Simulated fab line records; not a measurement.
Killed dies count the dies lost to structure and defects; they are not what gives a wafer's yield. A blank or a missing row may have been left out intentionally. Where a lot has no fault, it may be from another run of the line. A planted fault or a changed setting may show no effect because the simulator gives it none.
A sampling plan put to the test :: flow nandHarc :: each of the 32 faults these records tell of, on one fab line, judged from the records of the lots it struck
The line's own looks make up the plan; these are the steps of the route where a gauge or inspection reads the wafer and leaves it unchanged. Where struck wafers have a number at a look and the file lists that look's usual mean and standard deviation on fault-free wafers, the look can be judged. Caught: the struck wafers' mean, at a look after the fault's first step, is 4 or more of those standard deviations (sigma) away from the usual mean. On the tool: the same test on the tool's own readings at the fault's steps. A different recipe on the struck wafers counts as caught too, as does a record blank only for those wafers.

== THE FAULTS, as the simulator had put them in ==
1. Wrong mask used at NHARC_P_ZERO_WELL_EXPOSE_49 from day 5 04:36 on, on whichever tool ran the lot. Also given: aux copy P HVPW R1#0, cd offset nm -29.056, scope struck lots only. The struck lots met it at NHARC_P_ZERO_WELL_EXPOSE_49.
2. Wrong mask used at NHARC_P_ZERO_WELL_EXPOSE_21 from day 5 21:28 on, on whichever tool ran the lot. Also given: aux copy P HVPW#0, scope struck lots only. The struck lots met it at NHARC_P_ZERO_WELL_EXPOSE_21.
3. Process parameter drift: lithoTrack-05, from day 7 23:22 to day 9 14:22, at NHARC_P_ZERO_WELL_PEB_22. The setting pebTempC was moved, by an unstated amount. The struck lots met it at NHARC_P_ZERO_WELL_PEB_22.
4. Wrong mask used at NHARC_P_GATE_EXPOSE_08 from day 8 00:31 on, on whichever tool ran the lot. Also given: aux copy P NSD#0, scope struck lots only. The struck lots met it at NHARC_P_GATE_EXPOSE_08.
5. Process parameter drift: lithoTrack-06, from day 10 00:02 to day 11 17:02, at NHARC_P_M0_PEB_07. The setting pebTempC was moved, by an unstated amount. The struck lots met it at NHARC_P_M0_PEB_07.
6. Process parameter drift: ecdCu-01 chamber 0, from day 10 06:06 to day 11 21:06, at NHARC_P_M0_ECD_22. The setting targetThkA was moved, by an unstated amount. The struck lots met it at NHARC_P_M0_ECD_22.
7. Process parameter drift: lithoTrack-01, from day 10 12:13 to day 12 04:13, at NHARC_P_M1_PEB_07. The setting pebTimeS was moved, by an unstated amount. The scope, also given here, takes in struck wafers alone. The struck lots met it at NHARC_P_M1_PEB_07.
8. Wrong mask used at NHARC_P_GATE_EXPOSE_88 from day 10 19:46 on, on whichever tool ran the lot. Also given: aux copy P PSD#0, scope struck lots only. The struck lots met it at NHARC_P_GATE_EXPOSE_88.
9. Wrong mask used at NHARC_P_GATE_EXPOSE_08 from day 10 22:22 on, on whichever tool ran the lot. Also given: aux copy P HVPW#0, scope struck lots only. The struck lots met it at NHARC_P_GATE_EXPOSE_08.
10. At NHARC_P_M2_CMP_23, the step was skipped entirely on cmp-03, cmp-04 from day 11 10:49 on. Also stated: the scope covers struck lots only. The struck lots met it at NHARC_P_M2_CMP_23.
11. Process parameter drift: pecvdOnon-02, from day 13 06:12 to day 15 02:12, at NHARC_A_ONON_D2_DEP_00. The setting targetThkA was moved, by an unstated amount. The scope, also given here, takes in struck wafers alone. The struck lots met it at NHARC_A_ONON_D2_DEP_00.
12. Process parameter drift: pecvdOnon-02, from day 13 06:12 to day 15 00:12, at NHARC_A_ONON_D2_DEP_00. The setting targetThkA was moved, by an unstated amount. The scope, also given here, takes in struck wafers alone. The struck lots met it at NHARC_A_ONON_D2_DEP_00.
13. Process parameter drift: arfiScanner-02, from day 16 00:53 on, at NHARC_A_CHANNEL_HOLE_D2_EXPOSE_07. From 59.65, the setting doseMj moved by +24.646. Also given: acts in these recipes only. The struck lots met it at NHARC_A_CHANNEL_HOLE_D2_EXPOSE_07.
14. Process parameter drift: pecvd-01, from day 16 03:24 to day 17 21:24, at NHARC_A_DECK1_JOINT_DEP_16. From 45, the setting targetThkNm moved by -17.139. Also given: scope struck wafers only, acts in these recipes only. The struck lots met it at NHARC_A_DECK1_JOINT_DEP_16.
15. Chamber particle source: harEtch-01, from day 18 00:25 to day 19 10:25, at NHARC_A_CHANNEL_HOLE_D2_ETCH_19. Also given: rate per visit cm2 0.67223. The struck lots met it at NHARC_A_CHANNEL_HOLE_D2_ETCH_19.
16. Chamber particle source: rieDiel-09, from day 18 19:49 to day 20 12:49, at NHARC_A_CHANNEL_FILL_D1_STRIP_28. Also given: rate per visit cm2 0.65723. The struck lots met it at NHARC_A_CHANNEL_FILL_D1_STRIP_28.
17. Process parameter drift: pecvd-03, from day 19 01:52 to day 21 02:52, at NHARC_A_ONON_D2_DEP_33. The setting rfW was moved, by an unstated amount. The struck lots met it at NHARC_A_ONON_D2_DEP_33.
18. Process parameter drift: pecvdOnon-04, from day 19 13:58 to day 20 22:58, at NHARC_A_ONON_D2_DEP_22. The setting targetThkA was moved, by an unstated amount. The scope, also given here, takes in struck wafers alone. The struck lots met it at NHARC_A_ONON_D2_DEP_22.
19. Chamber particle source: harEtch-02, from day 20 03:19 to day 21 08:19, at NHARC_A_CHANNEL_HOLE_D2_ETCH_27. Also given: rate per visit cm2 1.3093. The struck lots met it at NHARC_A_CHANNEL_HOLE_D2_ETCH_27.
20. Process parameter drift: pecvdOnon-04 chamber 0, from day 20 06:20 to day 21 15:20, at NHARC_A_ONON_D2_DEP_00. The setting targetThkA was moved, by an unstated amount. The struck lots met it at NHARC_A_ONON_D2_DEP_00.
21. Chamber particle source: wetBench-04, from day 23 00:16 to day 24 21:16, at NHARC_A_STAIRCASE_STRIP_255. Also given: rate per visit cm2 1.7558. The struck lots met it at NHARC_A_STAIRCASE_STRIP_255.
22. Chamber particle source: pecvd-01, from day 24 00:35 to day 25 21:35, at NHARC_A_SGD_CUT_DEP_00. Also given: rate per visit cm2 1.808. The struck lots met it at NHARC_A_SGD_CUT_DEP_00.
23. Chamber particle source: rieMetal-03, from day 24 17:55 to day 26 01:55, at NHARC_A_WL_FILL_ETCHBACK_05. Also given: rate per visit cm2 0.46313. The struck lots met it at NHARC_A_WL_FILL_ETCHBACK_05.
24. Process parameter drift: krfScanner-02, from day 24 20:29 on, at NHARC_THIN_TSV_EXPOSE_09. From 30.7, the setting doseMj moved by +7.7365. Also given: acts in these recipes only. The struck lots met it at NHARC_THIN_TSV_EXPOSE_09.
25. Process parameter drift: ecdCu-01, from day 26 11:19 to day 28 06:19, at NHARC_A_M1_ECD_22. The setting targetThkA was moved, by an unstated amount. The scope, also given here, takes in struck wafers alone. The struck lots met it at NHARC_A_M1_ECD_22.
26. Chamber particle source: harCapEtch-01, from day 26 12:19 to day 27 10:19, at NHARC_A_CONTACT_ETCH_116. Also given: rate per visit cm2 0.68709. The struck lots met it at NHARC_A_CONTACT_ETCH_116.
27. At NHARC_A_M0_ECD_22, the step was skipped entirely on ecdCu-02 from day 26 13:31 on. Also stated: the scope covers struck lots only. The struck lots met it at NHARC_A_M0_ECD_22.
28. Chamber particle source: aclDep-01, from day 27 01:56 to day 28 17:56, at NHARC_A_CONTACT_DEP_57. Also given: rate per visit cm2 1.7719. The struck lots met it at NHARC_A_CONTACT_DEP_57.
29. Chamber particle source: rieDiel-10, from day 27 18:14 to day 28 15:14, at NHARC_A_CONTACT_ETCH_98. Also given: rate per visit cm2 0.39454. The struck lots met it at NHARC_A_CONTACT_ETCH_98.
30. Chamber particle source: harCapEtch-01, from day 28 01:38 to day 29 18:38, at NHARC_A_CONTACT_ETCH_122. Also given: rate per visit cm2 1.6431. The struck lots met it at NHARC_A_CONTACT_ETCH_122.
31. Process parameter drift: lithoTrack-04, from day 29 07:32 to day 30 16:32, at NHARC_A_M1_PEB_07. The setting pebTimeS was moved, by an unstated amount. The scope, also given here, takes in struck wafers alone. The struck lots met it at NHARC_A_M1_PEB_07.
32. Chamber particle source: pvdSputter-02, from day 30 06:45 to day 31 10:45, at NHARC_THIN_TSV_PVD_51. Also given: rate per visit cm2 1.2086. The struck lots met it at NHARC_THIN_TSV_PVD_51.

== WHAT THE PLAN SAW ==
fault: 1
on the tool itself: under 2 sigma
first look that catches it: NHARC_P_ZERO_WELL_CD_MEAS_52
reading, sigma: cdNm -21
median hours from its first step to that look: 0.2
hours from the fault's start to the first struck lot there: 5
judged looks passed uncaught: 0

fault: 2
on the tool itself: under 2 sigma
first look that catches it: no look after it can be judged
reading, sigma: -
median hours from its first step to that look: -
hours from the fault's start to the first struck lot there: -
judged looks passed uncaught: 0

fault: 3
on the tool itself: plateTempC -24 sigma
first look that catches it: NHARC_P_ZERO_WELL_CD_MEAS_24
reading, sigma: cdNm -4.6
median hours from its first step to that look: 0.1
hours from the fault's start to the first struck lot there: 5
judged looks passed uncaught: 0

fault: 4
on the tool itself: under 2 sigma
first look that catches it: not the one look that can be judged after it
reading, sigma: -
median hours from its first step to that look: -
hours from the fault's start to the first struck lot there: -
judged looks passed uncaught: 1

fault: 5
on the tool itself: plateTempC +44 sigma
first look that catches it: NHARC_P_M0_CD_MEAS_09
reading, sigma: cdNm +31
median hours from its first step to that look: 0.1
hours from the fault's start to the first struck lot there: 12
judged looks passed uncaught: 0

fault: 6
on the tool itself: no reading that can be judged
first look that catches it: no look after it can be judged
reading, sigma: -
median hours from its first step to that look: -
hours from the fault's start to the first struck lot there: -
judged looks passed uncaught: 0

fault: 7
on the tool itself: heaterPowerTotalW +18 sigma
first look that catches it: NHARC_P_M1_CD_MEAS_09
reading, sigma: cdNm -5.9
median hours from its first step to that look: 0.1
hours from the fault's start to the first struck lot there: 13
judged looks passed uncaught: 0

fault: 8
on the tool itself: no reading that can be judged
first look that catches it: no look after it can be judged
reading, sigma: -
median hours from its first step to that look: -
hours from the fault's start to the first struck lot there: -
judged looks passed uncaught: 0

fault: 9
on the tool itself: under 2 sigma
first look that catches it: no look after it can be judged
reading, sigma: -
median hours from its first step to that look: -
hours from the fault's start to the first struck lot there: -
judged looks passed uncaught: 0

fault: 10
on the tool itself: the tool's record is blank for the struck wafers
first look that catches it: NHARC_P_M2_THK_MEAS_24
reading, sigma: thkNm +99 or beyond
median hours from its first step to that look: 0.3
hours from the fault's start to the first struck lot there: 4
judged looks passed uncaught: 0

fault: 11
on the tool itself: no reading that can be judged
first look that catches it: NHARC_A_ONON_D2_THK_MEAS_02
reading, sigma: thkNm -35
median hours from its first step to that look: 0.4
hours from the fault's start to the first struck lot there: 5
judged looks passed uncaught: 0

fault: 12
on the tool itself: under 2 sigma
first look that catches it: NHARC_A_ONON_D2_THK_MEAS_02
reading, sigma: thkNm +37
median hours from its first step to that look: 0.4
hours from the fault's start to the first struck lot there: 5
judged looks passed uncaught: 0

fault: 13
on the tool itself: exposureDoseMJCm2 +99 or beyond sigma
first look that catches it: NHARC_A_CHANNEL_HOLE_D2_CD_MEAS_10
reading, sigma: cdNm +34
median hours from its first step to that look: 0.1
hours from the fault's start to the first struck lot there: 12
judged looks passed uncaught: 0

fault: 14
on the tool itself: under 2 sigma
first look that catches it: NHARC_A_DECK1_JOINT_THK_MEAS_17
reading, sigma: thkNm -14
median hours from its first step to that look: 0.3
hours from the fault's start to the first struck lot there: 9
judged looks passed uncaught: 0

fault: 15
on the tool itself: under 2 sigma
first look that catches it: NHARC_A_CHANNEL_HOLE_D2_INSPECT_40
reading, sigma: rawDefectCount +5.4
median hours from its first step to that look: 5.7
hours from the fault's start to the first struck lot there: 12
judged looks passed uncaught: 0

fault: 16
on the tool itself: under 2 sigma
first look that catches it: NHARC_END_SORT_01
reading, sigma: killedAtArray +4.4
median hours from its first step to that look: 347.3
hours from the fault's start to the first struck lot there: 351
judged looks passed uncaught: 1

fault: 17
on the tool itself: rfFwdPowerW +37 sigma
first look that catches it: not the one look that can be judged after it
reading, sigma: strongest: thkNm at NHARC_A_ONON_D2_THK_MEAS_34, +2.9
median hours from its first step to that look: -
hours from the fault's start to the first struck lot there: -
judged looks passed uncaught: 1

fault: 18
on the tool itself: no reading that can be judged
first look that catches it: NHARC_A_ONON_D2_THK_MEAS_24
reading, sigma: thkNm -32
median hours from its first step to that look: 0.5
hours from the fault's start to the first struck lot there: 16
judged looks passed uncaught: 0

fault: 19
on the tool itself: under 2 sigma
first look that catches it: NHARC_A_CHANNEL_HOLE_D2_INSPECT_40
reading, sigma: rawDefectCount +10
median hours from its first step to that look: 1.7
hours from the fault's start to the first struck lot there: 17
judged looks passed uncaught: 0

fault: 20
on the tool itself: no reading that can be judged
first look that catches it: NHARC_A_ONON_D2_THK_MEAS_02
reading, sigma: thkNm +42
median hours from its first step to that look: 0.4
hours from the fault's start to the first struck lot there: 13
judged looks passed uncaught: 0

fault: 21
on the tool itself: under 2 sigma
first look that catches it: NHARC_END_SORT_01
reading, sigma: killedAtArray +5.5
median hours from its first step to that look: 201.6
hours from the fault's start to the first struck lot there: 217
judged looks passed uncaught: 0

fault: 22
on the tool itself: under 2 sigma
first look that catches it: NHARC_A_SGD_CUT_INSPECT_11
reading, sigma: rawDefectCount +39
median hours from its first step to that look: 0.8
hours from the fault's start to the first struck lot there: 6
judged looks passed uncaught: 1

fault: 23
on the tool itself: under 2 sigma
first look that catches it: not the one look that can be judged after it
reading, sigma: strongest: killedAtArray at NHARC_END_SORT_01, +3.9
median hours from its first step to that look: -
hours from the fault's start to the first struck lot there: -
judged looks passed uncaught: 1

fault: 24
on the tool itself: exposureDoseMJCm2 +99 or beyond sigma
first look that catches it: none of the 2 looks that can be judged after it
reading, sigma: strongest: cdNm at NHARC_THIN_TSV_CD_MEAS_12, +3.4
median hours from its first step to that look: -
hours from the fault's start to the first struck lot there: -
judged looks passed uncaught: 2

fault: 25
on the tool itself: no reading that can be judged
first look that catches it: no look after it can be judged
reading, sigma: -
median hours from its first step to that look: -
hours from the fault's start to the first struck lot there: -
judged looks passed uncaught: 0

fault: 26
on the tool itself: no reading that can be judged
first look that catches it: none of the 3 looks that can be judged after it
reading, sigma: strongest: killedAtArray at NHARC_END_SORT_01, +3.4
median hours from its first step to that look: -
hours from the fault's start to the first struck lot there: -
judged looks passed uncaught: 3

fault: 27
on the tool itself: the tool's record is blank for the struck wafers
first look that catches it: NHARC_A_M0_THK_MEAS_24
reading, sigma: thkNm -56
median hours from its first step to that look: 0.9
hours from the fault's start to the first struck lot there: 6
judged looks passed uncaught: 0

fault: 28
on the tool itself: under 2 sigma
first look that catches it: NHARC_A_CONTACT_INSPECT_71
reading, sigma: rawDefectCount +27
median hours from its first step to that look: 2.9
hours from the fault's start to the first struck lot there: 2
judged looks passed uncaught: 1

fault: 29
on the tool itself: under 2 sigma
first look that catches it: not the one look that can be judged after it
reading, sigma: strongest: killedDies at NHARC_END_SORT_01, +3.3
median hours from its first step to that look: -
hours from the fault's start to the first struck lot there: -
judged looks passed uncaught: 1

fault: 30
on the tool itself: under 2 sigma
first look that catches it: NHARC_END_SORT_01
reading, sigma: killedDies +4.4
median hours from its first step to that look: 71.1
hours from the fault's start to the first struck lot there: 89
judged looks passed uncaught: 0

fault: 31
on the tool itself: no reading that can be judged
first look that catches it: none of the 2 looks that can be judged after it
reading, sigma: strongest: killedAtOther at NHARC_END_SORT_01, +3.9
median hours from its first step to that look: -
hours from the fault's start to the first struck lot there: -
judged looks passed uncaught: 2

fault: 32
on the tool itself: under 2 sigma
first look that catches it: NHARC_END_SORT_01
reading, sigma: killedAtOther +55
median hours from its first step to that look: 15.2
hours from the fault's start to the first struck lot there: 35
judged looks passed uncaught: 3
A dash: the fault is not caught, or the number is missing from these records.

Caught at a look: 20 of 32. Caught on the tool: 8 of 32. By one or the other: 22 of 32.
Caught on the tool alone: faults 17, 24.
Caught at a look alone: faults 1, 11, 12, 14, 15, 16, 18, 19, 20, 21, 22, 28, 30, 32.
Caught by neither: faults 2, 4, 6, 8, 9, 23, 25, 26, 29, 31.

== THINNER SAMPLING ==
In the worst case, this is how late the first struck lot would be measured if the look that catches a fault measured only every second or every third lot, by lot number:
fault: 1
struck lots at that look, in order of time: L679
every lot: 5 h
every second lot: may miss it
every third lot: may miss it

fault: 3
struck lots at that look, in order of time: L931, L933
every lot: 5 h
every second lot: may miss all 2
every third lot: may miss all 2

fault: 5
struck lots at that look, in order of time: L260, L261
every lot: 12 h
every second lot: 21 h
every third lot: may miss all 2

fault: 7
struck lots at that look, in order of time: L509, L511
every lot: 13 h
every second lot: may miss all 2
every third lot: may miss all 2

fault: 10
struck lots at that look, in order of time: L267, L268
every lot: 4 h
every second lot: 7 h
every third lot: may miss all 2

fault: 11
struck lots at that look, in order of time: L688, L691, L692
every lot: 5 h
every second lot: 26 h
every third lot: may miss all 3

fault: 12
struck lots at that look, in order of time: L281, L284, L285
every lot: 5 h
every second lot: 26 h
every third lot: may miss all 3

fault: 13
struck lots at that look, in order of time: L245, L247, L248, L250
every lot: 12 h
every second lot: 37 h
every third lot: may miss all 4

fault: 14
struck lots at that look, in order of time: L722, L724
every lot: 9 h
every second lot: may miss all 2
every third lot: may miss all 2

fault: 15
struck lots at that look, in order of time: L740, L743
every lot: 12 h
every second lot: 38 h
every third lot: may miss all 2

fault: 16
struck lots at that look, in order of time: L363, L364
every lot: 351 h
every second lot: 366 h
every third lot: may miss all 2

fault: 18
struck lots at that look, in order of time: L521, L523
every lot: 16 h
every second lot: may miss all 2
every third lot: may miss all 2

fault: 19
struck lots at that look, in order of time: L846, L847
every lot: 17 h
every second lot: 21 h
every third lot: may miss all 2

fault: 20
struck lots at that look, in order of time: L528, L529
every lot: 13 h
every second lot: 19 h
every third lot: may miss all 2

fault: 21
struck lots at that look, in order of time: L229, L232
every lot: 217 h
every second lot: 244 h
every third lot: may miss all 2

fault: 22
struck lots at that look, in order of time: L727, L729
every lot: 6 h
every second lot: may miss all 2
every third lot: may miss all 2

fault: 27
struck lots at that look, in order of time: L856, L857
every lot: 6 h
every second lot: 31 h
every third lot: may miss all 2

fault: 28
struck lots at that look, in order of time: L527, L529, L530
every lot: 2 h
every second lot: 11 h
every third lot: may miss all 3

fault: 30
struck lots at that look, in order of time: L444, L447
every lot: 89 h
every second lot: 112 h
every third lot: may miss all 2

fault: 32
struck lots at that look, in order of time: L408, L410
every lot: 35 h
every second lot: may miss all 2
every third lot: may miss all 2
Hours are from the fault's start to the first struck lot that is measured. Since the struck wafers were tested as one group against 4 sigma, a single lot by itself may lie under the limit. Other struck lots may not be in these records.

== THE LONGEST TIMED WAY FROM STEP TO LOOK ==
Fault 16: a median of 347.3 hours passes between NHARC_A_CHANNEL_FILL_D1_STRIP_28 and NHARC_END_SORT_01. The look between them that can be judged stayed within 4 sigma: NHARC_A_BONDPAD_THK_MEAS_30.
